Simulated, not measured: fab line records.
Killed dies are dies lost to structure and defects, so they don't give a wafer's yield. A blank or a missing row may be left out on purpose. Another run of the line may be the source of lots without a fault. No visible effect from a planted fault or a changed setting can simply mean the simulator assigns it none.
Which of the tools did it?	flow n5_finfet	9 lots with 24 wafers sampled at 8 steps, on a route of 1938 steps

WHAT THE GAUGES READ, wafer by wafer
N5_FIN_SAQP_CD_MEAS_31: target cd 8 nm. Usual: cd_nm 8.14 nm, standard deviation 0.24.
lot	measured	on	cd_nm (nm)	flag
L371	day 2 07:05	cd_sem-03	8.01 8.03 7.93	
L372	day 2 13:37	cd_sem-01	8.08 7.86 8.35	
L373	day 2 20:25	cd_sem-02	8.32 8.87 8.05	
L375	day 3 08:23	cd_sem-01	7.97 8.21 8.29	
L380	day 4 14:03	cd_sem-01	7.94 8.02	
L385	day 5 20:57	cd_sem-03	8.38 7.93	
L386	day 6 02:32	cd_sem-03	8.69 8.27 11.30	OFF
L388	day 6 15:11	cd_sem-02	11.77 8.23 8.38	OFF
L390	day 7 01:47	cd_sem-01	8.52 11.35	OFF

N5_FIN_SAQP_CD_MEAS_37: target cd 8 nm. Usual: cd_nm 8.10 nm, standard deviation 0.28.
lot	measured	on	cd_nm (nm)	flag
L371	day 2 07:32	cd_sem-03	8.29 8.25 8.03	
L372	day 2 14:05	cd_sem-02	7.93 7.56 8.48	
L373	day 2 20:52	cd_sem-02	8.07 8.29 8.28	
L375	day 3 08:50	cd_sem-01	7.98 8.01 7.99	
L380	day 4 14:30	cd_sem-02	7.92 7.70	
L385	day 5 21:24	cd_sem-03	8.03 8.13	
L386	day 6 03:07	cd_sem-02	8.27 7.55 11.84	OFF
L388	day 6 15:38	cd_sem-01	11.67 8.08 7.91	OFF
L390	day 7 02:14	cd_sem-01	8.08 11.25	OFF

N5_STI_FIN_REVEAL_CD_MEAS_22: target cd 6.238 nm, pitch 28 nm. Usual: cd_nm 6.2 nm, standard deviation 0.31.
lot	measured	on	cd_nm (nm)	flag
L371	day 2 17:46	cd_sem-01	6.3 6.3 6.1	
L372	day 3 00:13	cd_sem-03	6.1 5.7 6.3	
L373	day 3 07:36	cd_sem-01	6.1 6.2 6.2	
L375	day 3 19:10	cd_sem-03	6.1 6.2 6.2	
L380	day 5 01:35	cd_sem-03	6.5 6.0	
L385	day 6 08:11	cd_sem-01	6.6 6.2	
L386	day 6 13:24	cd_sem-02	6.3 5.9 9.6	OFF
L388	day 7 01:48	cd_sem-03	9.8 6.0 6.5	OFF
L390	day 7 12:19	cd_sem-03	6.5 9.4	OFF

N5_BEOL_M4_RC_MEAS_101. Usual: DIBL_N 36.2 mV/V, standard deviation 2.2; DIBL_P 36.5 mV/V, standard deviation 3; IOFF_N 0.16 nA/um, standard deviation 0.039; IOFF_N_85C 3.1 nA/um, standard deviation 0.63; IOFF_N_LIN 0.075 nA/um, standard deviation 0.015; IOFF_P 0.22 nA/um, standard deviation 0.047; IOFF_P_85C 3.7 nA/um, standard deviation 0.68; IOFF_P_LIN 0.101 nA/um, standard deviation 0.017; ION_N 675 uA/um, standard deviation 15; ION_P 463 uA/um, standard deviation 10; SS_N 71.6 mV/dec, standard deviation 0.71; SS_P 73.4 mV/dec, standard deviation 0.94; VT_N 250 mV, standard deviation 3.6; VT_N_LVT 99 mV, standard deviation 3.7; VT_P -250 mV, standard deviation 3.9; VT_P_LVT -99 mV, standard deviation 3.5.
lot	measured	on	DIBL_N (mV/V)	DIBL_P (mV/V)	IOFF_N (nA/um)	IOFF_N_85C (nA/um)	IOFF_N_LIN (nA/um)	IOFF_P (nA/um)	IOFF_P_85C (nA/um)	IOFF_P_LIN (nA/um)	ION_N (uA/um)	ION_P (uA/um)	SS_N (mV/dec)	SS_P (mV/dec)	VT_N (mV)	VT_N_LVT (mV)	VT_P (mV)	VT_P_LVT (mV)	flag
L371	day 7 23:32	prober-01	36.4 34.3 34.3	33.6 31.7 31.1	0.14 0.12 0.12	2.9 2.6 2.5	0.068 0.063 0.058	0.17 0.16 0.14	3.1 3.0 2.7	0.085 0.083 0.076	661 666 654	450 458 450	71.7 71.3 71.8	72.8 72.0 72.2	251 249 251	100 100 103	-255 -254 -253	-102 -103 -103	
L372	day 8 01:12	prober-02	35.0 34.3 33.8	34.9 32.9 33.2	0.13 0.11 0.13	2.5 2.3 2.5	0.058 0.054 0.063	0.22 0.16 0.18	3.8 2.9 3.2	0.100 0.083 0.092	644 654 670	451 455 464	71.5 70.7 70.5	73.5 72.8 73.0	255 255 250	105 105 101	-250 -253 -250	-100 -103 -102	
L373	day 8 07:55	prober-02	35.7 41.1 35.3	35.8 42.1 35.4	0.14 0.26 0.14	2.8 4.6 2.8	0.069 0.110 0.068	0.18 0.29 0.18	3.2 4.7 3.2	0.088 0.121 0.088	669 694 658	452 470 455	71.3 73.5 71.3	74.0 75.4 73.2	251 245 252	100 93 100	-253 -249 -255	-101 -95 -101	
L375	day 8 21:22	prober-01	38.5 35.3 37.7	39.0 35.3 37.4	0.20 0.14 0.18	3.8 2.8 3.5	0.092 0.069 0.085	0.28 0.23 0.25	4.7 4.0 4.3	0.122 0.105 0.114	687 662 690	476 462 473	72.4 70.6 71.3	73.7 73.4 72.9	247 249 246	93 98 95	-245 -245 -245	-93 -96 -95	
L380	day 10 11:17	prober-02	37.8 32.0	41.4 33.5	0.19 0.10	3.8 2.2	0.091 0.054	0.29 0.17	4.6 3.0	0.126 0.087	672 647	471 454	72.0 69.9	73.6 72.1	249 255	99 106	-245 -251	-97 -102	
L385	day 12 10:34	prober-01	39.0 39.0	37.4 38.4	0.17 0.19	3.3 3.5	0.077 0.083	0.22 0.25	3.9 4.2	0.103 0.111	673 692	453 470	72.1 71.7	74.3 74.8	249 248	97 96	-251 -249	-101 -98	
L386	day 12 08:26	prober-02	36.4 36.7 56.5	37.1 37.5 64.0	0.15 0.15 2.78	2.9 2.9 34.7	0.070 0.070 0.834	0.20 0.21 1.91	3.6 3.6 23.6	0.099 0.099 0.506	681 680 826	471 474 536	71.8 71.8 75.6	73.2 73.5 79.7	253 252 201	101 101 50	-250 -250 -220	-99 -99 -69	OFF
L388	day 12 21:07	prober-02	57.7 36.5 40.5	63.2 37.1 40.7	3.28 0.18 0.26	39.7 3.5 4.6	0.938 0.082 0.106	2.23 0.27 0.32	25.8 4.4 5.1	0.566 0.122 0.136	829 688 702	540 479 479	75.9 72.0 73.5	79.2 73.4 74.1	198 244 244	48 95 93	-216 -244 -242	-67 -94 -93	OFF
L390	day 12 23:10	prober-01	37.6 58.1	37.5 66.5	0.20 3.60	3.9 42.5	0.089 1.009	0.26 2.62	4.5 30.3	0.124 0.641	681 832	467 536	71.9 77.1	73.8 80.3	244 197	95 49	-247 -215	-95 -66	OFF

EACH LOT AND THE TOOL THAT RAN IT (in order: tool; ch and the chambers of the sampled wafers; start)
lot	N5_FIN_SAQP_HM_OPEN_73	N5_FIN_SAQP_MANDREL1_REMOVE_56	N5_FIN_SAQP_SPACER2_ALD_28	N5_FIN_SAQP_ETCH_64
L371	rie_diel-04 ch 0,2, day 2 03:41	rie_si-01 ch 0,3, day 2 05:25	ald_sin-01 ch 0,2, day 2 06:33	rie_si-04 ch 0,1,2, day 2 07:23
L372	rie_diel-04 ch 1,2,3, day 2 10:16	rie_si-01 ch 0,1,3, day 2 11:58	ald_sin-03 ch 0,1,2, day 2 13:06	rie_si-02 ch 1,2,3, day 2 13:56
L373	rie_diel-04 ch 0,2, day 2 16:09	rie_si-02 ch 1,3, day 2 18:38	ald_sin-01 ch 0,2,3, day 2 19:47	rie_si-04 ch 1,2, day 2 20:43
L375	rie_diel-04 ch 0,1,2, day 3 04:56	rie_si-04 ch 1,2,3, day 3 06:40	ald_sin-04 ch 0,2,3, day 3 07:52	rie_si-02 ch 0,1,3, day 3 08:41
L380	rie_diel-02 ch 1,3, day 4 10:41	rie_si-04 ch 0,2, day 4 12:23	ald_sin-04 ch 1, day 4 13:31	rie_si-01 ch 2,3, day 4 14:21
L385	rie_diel-02 ch 2,3, day 5 17:08	rie_si-01 ch 1,2, day 5 18:55	ald_sin-01 ch 0,1, day 5 20:10	rie_si-02 ch 0,3, day 5 21:15
L386	rie_diel-01 ch 1,2,3, day 5 23:03	rie_si-04 ch 0,3, day 6 00:44	ald_sin-01 ch 1,2,3, day 6 02:03	rie_si-01 ch 2,3, day 6 02:58
L388	rie_diel-01 ch 0,3, day 6 11:48	rie_si-04 ch 0,2,3, day 6 13:32	ald_sin-01 ch 2,3, day 6 14:40	rie_si-02 ch 1,2,3, day 6 15:29
L390	rie_diel-01 ch 0,3, day 6 22:10	rie_si-01 ch 0,1, day 6 23:50	ald_sin-01 ch 0,1, day 7 01:15	rie_si-01 ch 0,2, day 7 02:05
- N5_FIN_SAQP_HM_OPEN_73: chemistry CHF3/O2, target SiO2, stops on a-Si, target depth 12 nm, time 16.8 s.
- N5_FIN_SAQP_MANDREL1_REMOVE_56: chemistry HBr/Cl2/O2, target a-Si, stops on SiNx, bt time 10 s.
- N5_FIN_SAQP_SPACER2_ALD_28: deposits SiO2, target thk 8.1 nm, pulse time 1 s, purge time 2 s.
- N5_FIN_SAQP_ETCH_64: etches SiO2 in CF4, target depth 1.5 nm.

WHAT THE TOOLS THEMSELVES READ (means of the sampled wafers that have a number; where no wafer has one, the mark that the record gives instead)
N5_FIN_SAQP_HM_OPEN_73. Usual: drypump_motor_current_A 5.6 A, standard deviation 0.44; oes_product_au 0.47 a.u., standard deviation 0.056; rf_vpp_V 529 V, standard deviation 18; showerhead_plenum_p_Torr 2.42 Torr, standard deviation 0.074; throttle_valve_pct 18.7 %, standard deviation 0.33.
lot	tool	drypump_motor_current_A (A)	oes_product_au (a.u.)	rf_vpp_V (V)	showerhead_plenum_p_Torr (Torr)	throttle_valve_pct (%)	flag
L371	rie_diel-04	5.5	0.47	538	2.41	18.8	
L372	rie_diel-04	5.2	0.47	520	2.43	18.9	
L373	rie_diel-04	5.3	0.51	540	2.44	18.6	
L375	rie_diel-04	5.3	0.46	530	2.38	18.9	
L380	rie_diel-02	5.8	0.48	527	2.38	18.6	
L385	rie_diel-02	6.2	0.52	540	2.40	18.6	
L386	rie_diel-01	5.3	0.49	529	2.47	18.6	
L388	rie_diel-01	5.1	0.47	519	2.46	18.5	
L390	rie_diel-01	5.2	0.46	528	2.47	18.5	

N5_FIN_SAQP_MANDREL1_REMOVE_56. Usual: drypump_motor_current_A 5.5 A, standard deviation 0.42; oes_product_au 1.003 a.u., standard deviation 0.022; throttle_valve_pct 36.5 %, standard deviation 0.4.
lot	tool	drypump_motor_current_A (A)	oes_product_au (a.u.)	throttle_valve_pct (%)	flag
L371	rie_si-01	5.8	0.977	36.6	
L372	rie_si-01	5.8	0.988	36.6	
L373	rie_si-02	5.5	1.017	36.7	
L375	rie_si-04	5.3	1.022	36.5	
L380	rie_si-04	5.0	1.010	36.5	
L385	rie_si-01	6.0	1.010	36.4	
L386	rie_si-04	5.3	1.003	36.4	
L388	rie_si-04	5.1	1.017	36.4	
L390	rie_si-01	5.6	0.998	36.5	

N5_FIN_SAQP_SPACER2_ALD_28. Usual: heater_power_w 477 W, standard deviation 60; precursor_pulse_height_rel 0.999, standard deviation 0.022.
lot	tool	heater_power_w (W)	precursor_pulse_height_rel	flag
L371	ald_sin-01	510	0.998	
L372	ald_sin-03	419	0.987	
L373	ald_sin-01	524	1.002	
L375	ald_sin-04	454	1.012	
L380	ald_sin-04	586	0.999	
L385	ald_sin-01	447	1.001	
L386	ald_sin-01	477	0.992	
L388	ald_sin-01	520	1.001	
L390	ald_sin-01	450	0.982	

N5_FIN_SAQP_ETCH_64. Usual: drypump_motor_current_A 5.5 A, standard deviation 0.38; oes_product_au 0.994 a.u., standard deviation 0.027; throttle_valve_pct 21.7 %, standard deviation 0.32.
lot	tool	drypump_motor_current_A (A)	oes_product_au (a.u.)	throttle_valve_pct (%)	flag
L371	rie_si-04	5.3	1.021	21.5	
L372	rie_si-02	5.3	0.989	21.6	
L373	rie_si-04	5.5	1.040	21.5	
L375	rie_si-02	5.5	1.008	21.8	
L380	rie_si-01	6.0	0.992	21.7	
L385	rie_si-02	5.5	1.011	21.9	
L386	rie_si-01	6.1	0.996	21.6	
L388	rie_si-02	5.4	0.985	21.6	
L390	rie_si-01	5.8	1.014	21.4	

THE ANSWER, worked out from the rows above alone
Rule: a lot is off if the mean of its wafers that have a number lies more than 3 standard deviations from the usual mean. A lot without any number at a reading at which 4 lots or more have one is off too. Where the step has rows for the other lots, those lots are counted as sound. After the gauges, taken in route order, come the tools' own readings; for these a lot's mean is taken, as printed above. At the first step where some lot is off, the reading lying furthest off is the one used; lots without a number count as furthest.
Off: L386, L388, L390 (N5_FIN_SAQP_CD_MEAS_31, cd_nm).
A tool fits if, at a process step before that reading, it ran every lot that is off, and no sound lot after the first of them. The gauges at N5_FIN_SAQP_CD_MEAS_31 aren't tried: what is off there is off at N5_BEOL_M4_RC_MEAS_101 too, on other tools, and a gauge's error can't cause that. Undecided on this evidence; 2 tools fit (rie_diel-01 at N5_FIN_SAQP_HM_OPEN_73, ald_sin-01 at N5_FIN_SAQP_SPACER2_ALD_28).

WHAT THE SIMULATOR PUT IN
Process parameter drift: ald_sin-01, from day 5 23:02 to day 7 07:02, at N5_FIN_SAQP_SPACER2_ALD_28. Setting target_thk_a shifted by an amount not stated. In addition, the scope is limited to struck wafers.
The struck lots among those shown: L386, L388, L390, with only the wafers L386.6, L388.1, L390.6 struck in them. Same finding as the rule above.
